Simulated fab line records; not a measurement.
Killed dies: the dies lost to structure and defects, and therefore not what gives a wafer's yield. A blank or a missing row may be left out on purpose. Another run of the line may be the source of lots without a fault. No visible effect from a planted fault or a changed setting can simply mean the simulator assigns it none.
Struck lot and sound lot, side by side -- flow nandHarc -- 15 steps out of a route of 1302
Sound: these wafers, L701.3, L701.5, L701.6. Struck: wafer L703.2 (left out: L703.3, L703.4 of the same lot, which were not struck); the cause appears at the end.
Order at every step that has rows: each side's tool, ch and its chambers, its first start. Under that, the readings that differ: sound wafers -- struck wafers -- difference of the means -- sigmas: that difference in standard deviations of wafers without a fault.
alike: a reading whose means differ by less than 2 such deviations, as well as words and numbers matching on both sides. not compared: withheld readings; readings where some wafer has no value; bounds like >300 that might hide an equal value; numbers whose values overlap and for which the record gives no deviation.
A row with sigmas, a row that says differs or no value, or rows on one side alone: a step with any of these is where the two part. When numbers do not overlap yet have no deviation, they are printed without sigmas and do not part them. A reading that every wafer of one side lacks parts them only if that side has two wafers or more.

first, 3 steps without rows for these wafers: NHARC_A_CONTACT_DESCUM_13 (chemistry O2, time 3 s); NHARC_A_CONTACT_ETCH_88 (etches the open film in CF4, target depth 39 nm, time 65 s); NHARC_A_CONTACT_ETCH_89 (etches the open film in N2/H2, target depth 260 nm, time 475.3 s).
NHARC_A_CONTACT_ETCH_30: etches the open film in CF4/CHF3, target depth 72.6 nm, time 36.3 s.
  sound: rieDiel-03 ch 0,1,3; struck: rieDiel-12 ch 3
reading,sound,struck,difference,sigmas
rfFwdPowerW (W),495.5 493.9 495.6,490.1,-4.9,-3
rfVppV (V),368.7 368.7 370.7,374.1,+4.7,+4
showerheadPlenumPTorr (Torr),1.53 1.56 1.56,1.68,+0.13,+4
  alike: cf4FlowSccm, drypumpMotorCurrentA, oesProductAu, throttleValvePct
  not compared: rfHoursCounterH
then, 1 step without rows for these wafers: NHARC_A_CONTACT_ETCH_31 (etches the open film in O2/COS, target depth 2800 nm, time 728 s).
NHARC_A_CONTACT_ETCH_134: etches the open film in C4F8/O2/Ar, time 140 s, target depth 700 nm.
  sound on harCapEtch-02 ch 0,1, day 27 06:46; struck on harCapEtch-01 ch 1, day 28 08:18
reading,sound,struck,difference,sigmas
rfHoursCounterH (h),- - -,25,no value on the sound wafers,
then, 2 steps without rows for these wafers: NHARC_A_CONTACT_ETCH_135 (etches the open film in C4F8/O2/Ar, time 311 s, target depth 1912 nm); NHARC_A_CONTACT_ETCH_136 (etches the open film in C4F8/O2/Ar, time 311 s, target depth 1912 nm).
NHARC_A_CONTACT_ETCH_137: etches the open film in C4F8/O2/Ar, time 311 s, target depth 1912 nm.
  sound on harCapEtch-02 ch 0,1, day 27 07:33; struck on harCapEtch-01 ch 1, day 28 09:17
reading,sound,struck,difference,sigmas
rfHoursCounterH (h),- - -,26,no value on the sound wafers,
NHARC_A_CONTACT_ETCH_138: etches the open film in C4F8/O2/Ar, time 311 s, target depth 1914 nm.
  sound on harCapEtch-02 ch 0,1, day 27 07:49; struck on harCapEtch-01 ch 1, day 28 09:39
reading,sound,struck,difference,sigmas
rfHoursCounterH (h),- - -,26,no value on the sound wafers,
then, 1 step without rows for these wafers: NHARC_A_CONTACT_ETCH_139 (etches the open film in C4F8/O2/Ar, time 195 s, target depth 840 nm).
NHARC_A_CONTACT_ETCH_92: etches the open film in CH3F/O2, target depth 40 nm, time 85.7 s.
  sound on rieDiel-12 ch 0,1, day 27 08:32; struck on rieDiel-03 ch 0, day 28 10:39
reading,sound,struck,difference,sigmas
oesProductAu (a.u.),0.999 0.995 0.998,0.911,-0.086,-3
  alike: drypumpMotorCurrentA, rfFwdPowerW, rfVppV, showerheadPlenumPTorr, throttleValvePct
  not compared: rfHoursCounterH
NHARC_A_CONTACT_ETCH_98: etches the open film in C4F6/O2, target depth 20 nm, time 10 s.
  sound on rieDiel-12 ch 0,1, day 27 08:39; struck on rieDiel-03 ch 0, day 28 10:55
reading,sound,struck,difference,sigmas
oesProductAu (a.u.),0.997 0.984 0.999,0.685,-0.308,-15
  alike: drypumpMotorCurrentA, rfFwdPowerW, rfVppV, showerheadPlenumPTorr, throttleValvePct
  not compared: rfHoursCounterH
NHARC_A_CONTACT_CD_MEAS_15:
  sound: cdSem-02 at day 27 08:44; struck: cdSem-03 at day 28 11:00
  alike: cdNm
-- jump in the record: it breaks off in module A_CONTACT and resumes in module END (first step shown: number 1302 of the route), and 2 days separate the struck wafers' starts before and after --
NHARC_END_SORT_01:
  sound on prober-01 ch 0, day 29 10:56; struck on prober-01 ch 0, day 30 13:50
reading,sound,struck,difference,sigmas
hold,- - -,awaitDispo/2.1h/release,no value on the sound wafers,
killedAtArray,63 46 51,677,+624,+33
killedAtPeriphery,6 8 4,0,-6,-2
killedDies,72 55 55,677,+616,+32
  alike: killedAtOther, killedOpen, killedShort

== WHERE THEY PART ==
First at NHARC_A_CONTACT_ETCH_30; last, within this record, at NHARC_END_SORT_01.

WHY: what the simulator had put in
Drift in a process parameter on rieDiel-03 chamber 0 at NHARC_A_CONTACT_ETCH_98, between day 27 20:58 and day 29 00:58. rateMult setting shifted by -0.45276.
